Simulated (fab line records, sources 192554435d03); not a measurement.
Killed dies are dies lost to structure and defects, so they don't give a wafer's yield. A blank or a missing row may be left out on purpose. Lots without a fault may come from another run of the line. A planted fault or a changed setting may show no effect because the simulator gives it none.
A struck lot beside a sound one | flow n5_finfet | 30 steps out of a route of 1938
Sound: wafers L703.3, L703.5, L703.6. Struck: wafers L720.4, L720.5, L720.6. The cause comes at the end.
At each step with rows: each side's tool, then ch and its chambers, then its first start. Under that, the readings that differ: sound wafers | struck wafers | difference of the means | sigmas: that difference in standard deviations of wafers without a fault.
alike: readings whose means differ by less than 2 such deviations, and words and numbers that are the same on both sides. not compared: withheld readings, readings that some wafer has no value for, bounds like >300 that may hide the same value, and numbers for which the record gives no deviation and whose values overlap.
The two part at a step that has a row with sigmas, a row that says differs or no value, or rows on one side only. Numbers that don't overlap but have no deviation are shown without sigmas and don't part them. A reading that every wafer of one side lacks parts them only if that side has two wafers or more.

N5_BEOL_M0_SAQP_INSPECT_16: inspects for defects (brightfield).
  sound on defect_inspect-02, day 5 18:28; struck on defect_inspect-01, day 10 03:37
  alike: raw_defect_count
then, 6 steps without rows for these wafers: N5_BEOL_M0_SAQP_DESCUM_19 (chemistry O2, time 7.9 s); N5_BEOL_M0_SAQP_ETCH_83 (etches SiARC in CF4, target depth 39 nm, time 65 s); N5_BEOL_M0_SAQP_ETCH_84 (etches SOC in N2/H2, target depth 100 nm, overetch 20 nm, time 150 s); N5_BEOL_M0_SAQP_STRIP_80 (strips in N2/H2); N5_BEOL_M0_SAQP_HM_OPEN_112 (chemistry CHF3/O2, target SiO2, stops on a-Si, target depth 12 nm, time 13.5 s); N5_BEOL_M0_SAQP_STRIP_113 (strips in CHF3/O2).
N5_BEOL_M0_SAQP_MANDREL_ETCH_20: etches a-Si in HBr/Cl2, stops on SiNx, target depth 60 nm, bt time 10 s, time 30 s.
  sound on rie_si-03 ch 1,2, day 5 18:46; struck on rie_si-05 ch 0,1,3, day 10 04:04
  alike: drypump_motor_current_A, oes_product_au, throttle_valve_pct
  not compared: rf_hours_counter_h
N5_BEOL_M0_SAQP_STRIP_86: strips in N2/H2.
  sound on rie_diel-05 ch 0,3, day 5 18:54; struck on rie_diel-02 ch 0,1,3, day 10 04:08
  alike: drypump_motor_current_A, oes_product_au, rf_vpp_V, showerhead_plenum_p_Torr, temp_c, throttle_valve_pct
  not compared: rf_hours_counter_h
then, 2 steps without rows for these wafers: N5_BEOL_M0_SAQP_STRIP_115 (strips in post etch residue remover, time 60 s); N5_BEOL_M0_SAQP_SRD_93 (time 30 s).
N5_BEOL_M0_SAQP_RECESS_114: chemistry HF/NH3, target SiO2, target depth 14.4 nm, afs cycles 3, sublimation time 60 s.
  sound on vapor_etch-01 ch 0,1, day 5 19:09; struck on vapor_etch-01 ch 0,1, day 10 04:25
  alike: drypump_motor_current_A, temp_c
N5_BEOL_M0_SAQP_SPACER1_ALD_98: deposits SiO2, target thk 12.8 nm, pulse time 1 s, purge time 2 s.
  sound on ald_sin-04 ch 0,1, day 5 20:05; struck on ald_sin-04 ch 0,1,3, day 10 05:16
  no value came back on the struck wafers for any of 5 readings (ald_cycles, chamber_pressure_Torr (Torr) and others); on the sound wafers ald_cycles reads 138 138 138
then, 1 step without rows for these wafers: N5_BEOL_M0_SAQP_SPACER1_ETCHBACK_99 (etches SiO2 in CHF3/O2, target depth 15.4 nm, time 7.7 s).
N5_BEOL_M0_SAQP_MANDREL1_REMOVE_100: chemistry HBr/Cl2/O2, target a-Si, stops on SiNx, bt time 10 s.
  sound on rie_si-05 ch 0,1,3, day 5 20:40; struck on rie_si-03 ch 0,1, day 10 05:50
  reading                       | sound          | struck         | difference | sigmas
  model.BEOL_M0_SAQP.cd_nm (nm) | 12.8 12.8 12.8 | 41.4 41.2 40.6 | +28.3      |
  alike: drypump_motor_current_A, oes_product_au, throttle_valve_pct
  not compared: rf_hours_counter_h
N5_BEOL_M0_SAQP_CD_MEAS_25: target cd 13.1 nm.
  sound on cd_sem-03 ch 0, day 5 20:47; struck on cd_sem-03 ch 0, day 10 05:57
  reading    | sound             | struck | difference                    | sigmas
  cd_nm (nm) | 13.00 12.94 12.76 | - - -  | no value on the struck wafers |
then, 2 steps without rows for these wafers: N5_BEOL_M0_SAQP_ETCH_101 (etches SiNx in CH3F/O2, target depth 29.9 nm, time 42.7 s); N5_BEOL_M0_SAQP_ETCH_102 (etches SiO2 in CF4, target depth 4 nm, time 4.4 s).
N5_BEOL_M0_SAQP_MANDREL_ETCH_103: etches a-Si in HBr/Cl2, stops on SiCN, target depth 45 nm, bt time 10 s, time 27 s.
  sound on rie_si-01 ch 1,2, day 5 20:58; struck on rie_si-05 ch 0,1,3, day 10 06:22
  alike: drypump_motor_current_A, oes_product_au, throttle_valve_pct
  not compared: rf_hours_counter_h
N5_BEOL_M0_SAQP_RECESS_104: chemistry HF/NH3, target SiO2, target depth 18 nm, afs cycles 3, sublimation time 60 s.
  sound on vapor_etch-01 ch 0,1, day 5 21:10; struck on vapor_etch-01 ch 0,1, day 10 06:32
  alike: drypump_motor_current_A, temp_c
then, 7 steps without rows for these wafers: N5_BEOL_M0_SAQP_COAT_105 (time 60 s, resist thk 100 nm); N5_BEOL_M0_SAQP_ETCH_106 (etches SOC in N2/H2, stops on SiNx, target depth 150 nm); N5_BEOL_M0_SAQP_ETCH_107 (etches SiNx in CH3F/O2, target depth 30 nm); N5_BEOL_M0_SAQP_STRIP_108 (strips in N2/H2); N5_BEOL_M0_SAQP_RECESS_109 (chemistry HF/NH3, target SiO2, target depth 3 nm, afs cycles 1, sublimation time 60 s); N5_BEOL_M0_SAQP_SPACER2_ALD_26 (deposits SiO2, target thk 15 nm, pulse time 1 s, purge time 2 s); N5_BEOL_M0_SAQP_SPACER2_ETCHBACK_27 (etches SiO2 in CHF3/O2, target depth 22.5 nm, time 11.25 s).
N5_BEOL_M0_SAQP_MANDREL2_REMOVE_110: chemistry HBr/Cl2/O2, target a-Si, stops on SiCN, bt time 10 s.
  sound on rie_si-05 ch 2,3, day 5 22:26; struck on rie_si-01 ch 0,1,2, day 10 07:48
  reading                       | sound        | struck       | difference | sigmas
  model.BEOL_M0_SAQP.cd_nm (nm) | 15 15.2 15.2 | 40.8 40.8 40 | +25.4      |
  alike: drypump_motor_current_A, oes_product_au, throttle_valve_pct
  not compared: rf_hours_counter_h
N5_BEOL_M0_SAQP_CD_MEAS_29: target cd 14.4 nm.
  sound on cd_sem-02 ch 0, day 5 22:33; struck on cd_sem-01 ch 0, day 10 07:55
  reading    | sound             | struck | difference                    | sigmas
  cd_nm (nm) | 14.87 15.25 15.03 | - - -  | no value on the struck wafers |
N5_BEOL_M4_RC_MEAS_101:
  the record has rows for the sound wafers here (prober-01 ch 0, day 8 08:47) and none for the struck ones

WHERE THEY PART
First at N5_BEOL_M0_SAQP_SPACER1_ALD_98; last, within this record, at N5_BEOL_M4_RC_MEAS_101.

WHY: what the simulator had put in
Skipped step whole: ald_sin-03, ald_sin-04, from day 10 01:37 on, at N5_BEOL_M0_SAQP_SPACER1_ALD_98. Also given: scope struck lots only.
